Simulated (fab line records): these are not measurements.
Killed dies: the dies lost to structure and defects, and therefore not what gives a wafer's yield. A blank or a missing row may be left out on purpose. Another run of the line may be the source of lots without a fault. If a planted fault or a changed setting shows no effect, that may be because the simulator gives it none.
fab line records    flow n5_finfet
record: lots: 3  wafers: 8  last_day: 15
route steps=1938 shown BEOL_M0@741 BEOL_M1@751 BEOL_M4@1111 PASSIVATION@1936
lots that met no fault: from a run of the same line without faults
start_h: hours from the record's opening day to when the first of the lot's shown wafers began    wait_h: how many hours have passed since the lot's step before this one    " same as the row above    L1.1+2: a row that stands for several wafers    - value missing, or start not given    * or withheld: withheld    < > ~ a bound
route shown NAME@n: NAME is a module with steps in the file, n the number in the route of the first one    usual: mean/standard deviation of fault-free wafers    same: alike in all rows    chamber/n: place in a boat    sites: each site's reading    _std_site: the values' standard deviation    _edge_site: the outer-site mean with the inner-site mean subtracted    radius_mm: for every site, how far away it sits from the centre of the wafer    mask NAME#n: copy n    behind: the most recent tool/chamber to have shaped the wafer    hold: why the lot went on hold/how many hours it stayed there/how the hold came to an end    device: the n, p or np transistor that did not switch    end of line: tests run on the same wafers once the route is complete    step lacking rows: just its recipe    killed: not the wafer's yield, but the dies lost to structure and defects at the first sort    map: a wafer's dies, x killed, . not, _ none there
set.NAME: the run value of the setting; set.NAME@STEP: its run value at that earlier step    model.NAME: the simulator's own value behind a step, which no gauge read
lots at selected steps of the route; one table per step, one row per wafer
services: a tool's chamber out of use, with start hour (start_h, from the record's first day; less than 0 if before it), hours out, and reason
== steps ==
step: N5_BEOL_M0_ECD_118
recipe: material: Cu  target_thk_a: 3000
step: N5_BEOL_M0_ANNEAL_119
recipe: temp_c: 225  time_s: 90  ambient: N2
step: N5_BEOL_M0_CMP_120
recipe: stop_on: SiOC  t_overpolish_s: 6.9  down_force_psi: 1  platen_rpm: 50  clearing_platen_down_force_psi: 1.5  clearing_platen_rpm: 50  post_cmp_clean: cu_alkaline  clearing_platen_pad_velocity_m_s: 0.99484  pad_velocity_m_s: 0.99484
step: N5_BEOL_M0_PRE_CLEAN_131
recipe: gas: NH3/H2  time_s: 15  temp_c: *  rf_power_w: 300
step: N5_BEOL_M0_CO_CAP_123
recipe: material: Co  target_thk_a: 20  temp_c: 200  precursor: CCTBA/H2  pressure_torr: 30  time_s: 102.1
step: N5_BEOL_M0_PRE_CLEAN_124
recipe: gas: NH3  time_s: 15  temp_c: withheld  rf_power_w: 300
step: N5_BEOL_M0_DEP_125
recipe: material: SiCN  target_thk_a: 80  temp_c: withheld  precursor: 3MS/NH3  pressure_torr: 3  rf_w: 202  time_s: 14
step: N5_BEOL_M1_ILD_DEP_00
recipe: material: SiOC  target_thk_a: 790  temp_c: 350  precursor: DEMS/O2  pressure_torr: 5  rf_w: 500  time_s: 15.3
step: N5_BEOL_M1_PECVD_72
recipe: material: SiO2  target_thk_a: 160  temp_c: 400  precursor: TEOS/O2  pressure_torr: 5.5  rf_w: 450  teos_flow_sccm: 53.8  gas: O2  flow_sccm: 3000  time_s: 18
usual: heater_power_w: 741/160  showerhead_plenum_p_Torr: 8.79/0.078  throttle_valve_pct: 21.9/1.1
lot.wafer  tool      chamber  start_h  wait_h  heater_power_w  showerhead_plenum_p_Torr  throttle_valve_pct  model.SiO2_of_BEOL_M1_PECVD_72.thk_nm
L873.3     pecvd-02  1        180.32   0.0     718             8.83                      23.2                16
L873.4     "         0        "        "       612             8.87                      22.4                16.6
L873.5     "         1        "        "       683             8.79                      23.1                16.2
L875.3     pecvd-02  2        195.59   0.0     905             8.77                      19.9                16.2
L875.5     "         1        "        "       681             8.81                      22.8                16.2
L875.6     "         0        "        "       566             8.85                      22.5                16.2
L877.5     pecvd-02  1        213.47   0.1     608             8.81                      23.1                16.4
L877.6     "         0        "        "       575             8.85                      22.4                10.8
step: N5_BEOL_M1_HM_DEP_02
recipe: material: TiN  target_thk_a: 200  temp_c: 25  chamber_pressure_pa: 0.49996
step: N5_BEOL_M1_COAT_61
recipe: resist: SOC  temp_c: 250  time_s: 60  spin_rpm: 1500  resist_thk_nm: 60
step: N5_BEOL_M1_COAT_62
recipe: resist: SiARC  temp_c: 220  time_s: 60  spin_rpm: 1500  resist_thk_nm: 12
step: N5_BEOL_M1_COAT_73
recipe: resist: underlayer  temp_c: 205  time_s: 60  spin_rpm: 1500  resist_thk_nm: 5
step: N5_BEOL_M1_COAT_05
recipe: resist: CAR-EUV  spin_rpm: 1500  resist_thk_nm: 30
step: N5_BEOL_M1_EBR_07
recipe: solvent: PGMEA  ebr_width_mm: 1.5
step: N5_BEOL_M1_SOFTBAKE_06
recipe: temp_c: 110  time_s: 60  resist: CAR-EUV
step: N5_BEOL_M1_EXPOSE_08
recipe: mask_id: M1  na: 0.33  source_shape: dipole  sigma_inner: 0.369  sigma_outer: 0.767  polarization: unpolarized  dose_mj: 33
step: N5_BEOL_M1_PEB_09
recipe: peb_temp_c: 100  peb_time_s: 60  resist: CAR-EUV
step: N5_BEOL_M1_DEVELOP_10
recipe: develop_time_s: 30  developer: TMAH  resist: CAR-EUV  rinse_liquid: surfactant_rinse  dry: air_spin  dev_temp_c: 23
step: N5_BEOL_M1_DESCUM_16
recipe: chemistry: O2  time_s: 7  source_power_w: 50  bias_power_w: 20  pressure_mtorr: 20  rf_frequency_hz: 2.712e+07  temp_c: 40  resist: CAR-EUV  o2_flow_sccm: 225
step: N5_BEOL_M1_ETCH_74
recipe: chemistry: N2/H2  target: underlayer  target_depth_a: 65  mask_material: CAR-EUV  time_s: 5.2  ion_energy_ev: 200  pressure_mtorr: 30  source_w: 840  bias_w: 150  n2_flow_sccm: 200  h2_flow_sccm: 200  ends: cleared
step: N5_BEOL_M1_ETCH_63
recipe: chemistry: CF4  target: SiARC  target_depth_a: 156  mask_material: CAR-EUV  time_s: 26  ion_energy_ev: 80  pressure_mtorr: 40  source_w: 545  bias_w: 36  Ar_flow_sccm: 100  cf4_flow_sccm: 100  ends: cleared
step: N5_BEOL_M1_ETCH_64
recipe: chemistry: N2/H2  target: SOC  target_depth_a: 750  overetch_a: 150  mask_material: SiARC  temp_c: 40  time_s: 112.5  ion_energy_ev: 200  pressure_mtorr: 30  source_w: 840  bias_w: 150  n2_flow_sccm: 200  h2_flow_sccm: 200
step: N5_BEOL_M1_STRIP_65
recipe: chemistry: N2/H2  temp_c: 40  n2_flow_sccm: 200  h2_flow_sccm: 200  rf_frequency_hz: 6e+07
step: N5_BEOL_M1_STRIP_75
recipe: chemistry: N2/H2  temp_c: 40  n2_flow_sccm: 200  h2_flow_sccm: 200  rf_frequency_hz: 6e+07
step: N5_BEOL_M1_STRIP_66
recipe: chemistry: CF4  resist: SiARC  power_w: 300  bias_power_w: 75  pressure_mtorr: 50  cf4_flow_sccm: 150  rf_frequency_hz: 6e+07
step: N5_BEOL_M1_HM_OPEN_17
recipe: chemistry: Cl2/BCl3  target_depth_a: 200  overetch_a: 60  target: TiN  mask_material: SOC  ion_energy_ev: 150  pressure_mtorr: 10  icp_w: 1000  bias_w: 126  Cl2_flow_sccm: 53.25  bcl3_flow_sccm: 21.75  Ar_flow_sccm: 25
step: N5_BEOL_M1_STRIP_19
recipe: chemistry: O2  power_w: 400  temp_c: 40  pressure_mtorr: 30  rf_frequency_hz: 6e+07  bias_power_w: 0  overash_fraction: 0.2  o2_flow_sccm: 225
step: N5_BEOL_M1_COAT_67
recipe: resist: SOC  temp_c: 250  time_s: 60  spin_rpm: 1500  resist_thk_nm: 60
step: N5_BEOL_M1_COAT_68
recipe: resist: SiARC  temp_c: 220  time_s: 60  spin_rpm: 1500  resist_thk_nm: 12
step: N5_BEOL_M1_COAT_76
recipe: resist: underlayer  temp_c: 205  time_s: 60  spin_rpm: 1500  resist_thk_nm: 5
step: N5_BEOL_M1_COAT_22
recipe: resist: CAR-EUV  spin_rpm: 1500  resist_thk_nm: 30
step: N5_BEOL_M1_EBR_24
recipe: solvent: PGMEA  ebr_width_mm: 1.5
step: N5_BEOL_M1_SOFTBAKE_23
recipe: temp_c: 110  time_s: 60  resist: CAR-EUV
step: N5_BEOL_M1_HM_STRIP_39
recipe: chemistry: peroxide_tin_strip  material: TiN  target_depth_a: 250  temp_c: 50  time_s: 158
usual: bath_guard_temp_C: 49.8/0.4  temp_c: 50.00/0.1
lot.wafer  tool          chamber  start_h  wait_h  bath_guard_temp_C  temp_c  model.SiO2_of_BEOL_M1_PECVD_72.thk_nm
L873.3     wet_bench-01  6        184.92   0.0     50.0               49.80   16
L873.4     "             4        "        "       50.0               49.97   16.4
L873.5     "             7        "        "       49.7               50.00   16
L875.3     wet_bench-01  7        198.51   0.0     50.2               49.91   16
L875.5     "             3        "        "       50.5               50.14   16
L875.6     "             0        "        "       50.2               49.86   16
L877.5     wet_bench-02  4        220.47   0.0     49.8               50.00   16.2
L877.6     "             6        "        "       48.7               49.83   10.6
step: N5_BEOL_M1_CMP_52
recipe: stop_on: SiOC  t_overpolish_s: 6.8  down_force_psi: 1  platen_rpm: 50  clearing_platen_down_force_psi: 1.5  clearing_platen_rpm: 50  post_cmp_clean: cu_alkaline  target_thk_nm: 40  clearing_platen_pad_velocity_m_s: 0.99484  pad_velocity_m_s: 0.99484
usual: barrier_field_endpoint_s: 25.2/0.79  edge_zone_pressure_frac: 1.001/0.0052  motor_current_A: 6.4/0.54  slurry_filter_dp_kPa: 13.51/0.13
lot.wafer  tool    chamber  start_h  wait_h  barrier_field_endpoint_s  edge_zone_pressure_frac  motor_current_A  slurry_filter_dp_kPa
L873.4     cmp-03  0        188.29   0.2     25.1                      0.997                    6.7              13.36
L873.3     "       1        "        "       24.4                      1.012                    6.1              13.69
L873.5     "       3        "        "       24.7                      1.004                    5.9              13.49
L875.3     cmp-02  3        203.93   0.3     24.9                      1.004                    6.0              13.75
L875.6     "       0        "        "       25.1                      1.001                    7.0              13.77
L875.5     "       1        "        "       26.2                      1.006                    6.4              13.46
L877.6     cmp-04  0        223.85   0.2     18.6                      1.003                    5.4              13.66
L877.5     "       1        "        "       26.0                      1.000                    6.3              13.67
step: N5_BEOL_M4_RC_MEAS_101
usual: DIBL_N: 36.6/1.7  DIBL_P: 36.7/2  IOFF_N: 0.16/0.033  IOFF_P: 0.22/0.04  ION_N: 673/12  ION_P: 463/7.9  SS_N: 71.7/0.58  SS_P: 73.3/0.64  VT_N: 249/3.3  VT_P: -249/3.1
lot.wafer  tool       chamber  start_h  wait_h  DIBL_N[mV/V]  DIBL_P[mV/V]  IOFF_N[nA/um]  IOFF_P[nA/um]  ION_N[uA/um]  ION_P[uA/um]  SS_N[mV/dec]  SS_P[mV/dec]  VT_N[mV]  VT_P[mV]
L873.3     prober-02  0        219.39   0.3     36.5          35.9          0.15           0.23           666           464           71.3          73.2          249       -246
L873.4     "          0        "        "       39.5          39.7          0.24           0.32           670           468           72.3          73.6          247       -243
L873.5     "          0        "        "       38.8          40.1          0.22           0.33           690           479           72.0          74.7          246       -242
L875.3     prober-01  0        239.31   0.3     38.0          36.8          0.17           0.23           670           457           72.4          73.4          251       -251
L875.5     "          0        "        "       41.5          41.0          0.25           0.32           685           469           73.2          74.5          245       -247
L875.6     "          0        "        "       39.8          38.9          0.22           0.27           681           468           72.5          73.7          247       -248
L877.5     prober-01  0        267.61   0.6     36.5          37.3          0.16           0.23           676           465           71.3          73.4          251       -247
L877.6     "          0        "        "       32.8          32.2          0.10           0.17           646           460           70.4          72.5          258       -252
step: N5_PASSIVATION_PROBE_49
usual: defect_limited_yield: 91.1/1.4  killed_at_M0_to_M3: 34/11  killed_at_M4_up: 14/5.7  killed_at_contacts: 14/6.9  killed_at_front_end: 40/11  killed_at_other: 4/3.1  killed_dies: 105/17  killed_open: 70/13  killed_short: 34/7.6  sort_bin_5_function: 5.3/0.95  sort_bin_6_memory: 3.3/0.64  sort_n_pass: 1075/17  sort_yield_pct: 91.1/1.4
same: gross_dies: 1180  killed_at_back_side: 0  sort_bin_4_leakage[%]: 0  sort_bin_8_speed[%]: 0
lot.wafer  tool       chamber  start_h  wait_h  defect_limited_yield[%]  killed_at_M0_to_M3  killed_at_M4_up  killed_at_contacts  killed_at_front_end  killed_at_other  killed_dies  killed_open  killed_short  sort_bin_5_function[%]  sort_bin_6_memory[%]  sort_n_pass  sort_yield_pct[%]
L873.3     prober-01  -        329.27   0.1     94.5                     23                  9                8                   22                   3                65           40           23            2.8                     2.4                   1115         94.5
L873.4     prober-01  -        329.32   0.2     92.7                     24                  14               16                  29                   3                86           60           25            3.6                     3.5                   1094         92.7
L873.5     prober-01  -        329.37   0.2     92.9                     35                  6                16                  26                   1                84           60           22            3.4                     3.5                   1096         92.9
killed by level:class
L873.3 BEOL_M0_SAQP:geometric_particle:short=8 MOL_CONTACT_COAG:geometric_particle:open=7 STI_FIN_REVEAL:geometric_particle:open=6 BEOL_M3:geometric_particle:open=4 FIN_SAQP:geometric_particle:open=3 BEOL_M0_SAQP:geometric_particle:open=3 BEOL_M0:geometric_particle:open=3 BEOL_M5:geometric_particle:open=3
L873.4 STI_FIN_REVEAL:geometric_particle:open=10 MOL_CONTACT_COAG:geometric_particle:open=10 MOL_CONTACT_COAG:geometric_particle:short=6 BEOL_M2:geometric_particle:open=6 BEOL_M0_SAQP:geometric_particle:short=5 BEOL_M3:geometric_particle:open=5 FIN_SAQP:geometric_particle:open=4 GATE_CUT:geometric_particle:open=3
L873.5 MOL_CONTACT_COAG:geometric_particle:open=12 STI_FIN_REVEAL:geometric_particle:open=10 BEOL_M2:geometric_particle:open=9 BEOL_M3:geometric_particle:open=9 BEOL_M0_SAQP:geometric_particle:short=5 BEOL_M0:geometric_particle:open=5 MOL_CONTACT_COAG:geometric_particle:short=4 GATE_CUT:geometric_particle:short=3
== services ==
tool    chamber  start_h  hours  kind
cmp-04  -        156.81   4.5    pm
cmp-04  -        179.59   0.5    repair
cmp-02  -        216.64   14.7   repair
cmp-04  -        218.55   3.3    repair
== key ==
first_sign: step: N5_BEOL_M1_CMP_52  reading: barrier_field_endpoint_s  direction: down  sigmas: 8.3  usual: 25.2  struck: 18.6
effect none on later readings
model_effect: step: N5_BEOL_M1_PECVD_72  value: SiO2_of_BEOL_M1_PECVD_72.thk_nm  without: 16.6  struck: 10.8
model_effect: step: N5_BEOL_M1_HM_STRIP_39  value: SiO2_of_BEOL_M1_PECVD_72.thk_nm  without: 16.4  struck: 10.6
met_at N5_BEOL_M1_PECVD_72
struck_wafers L877.6
onset_between 195.59 213.47
fault: kind: process_parameter_drift  tool: pecvd-02  chamber: -  onset_h: 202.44  steps: N5_BEOL_M1_PECVD_72  channel: time_s  offset: *  shape: step  end_h: 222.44  scope: struck_wafers_only  acts_in: *  stated: *
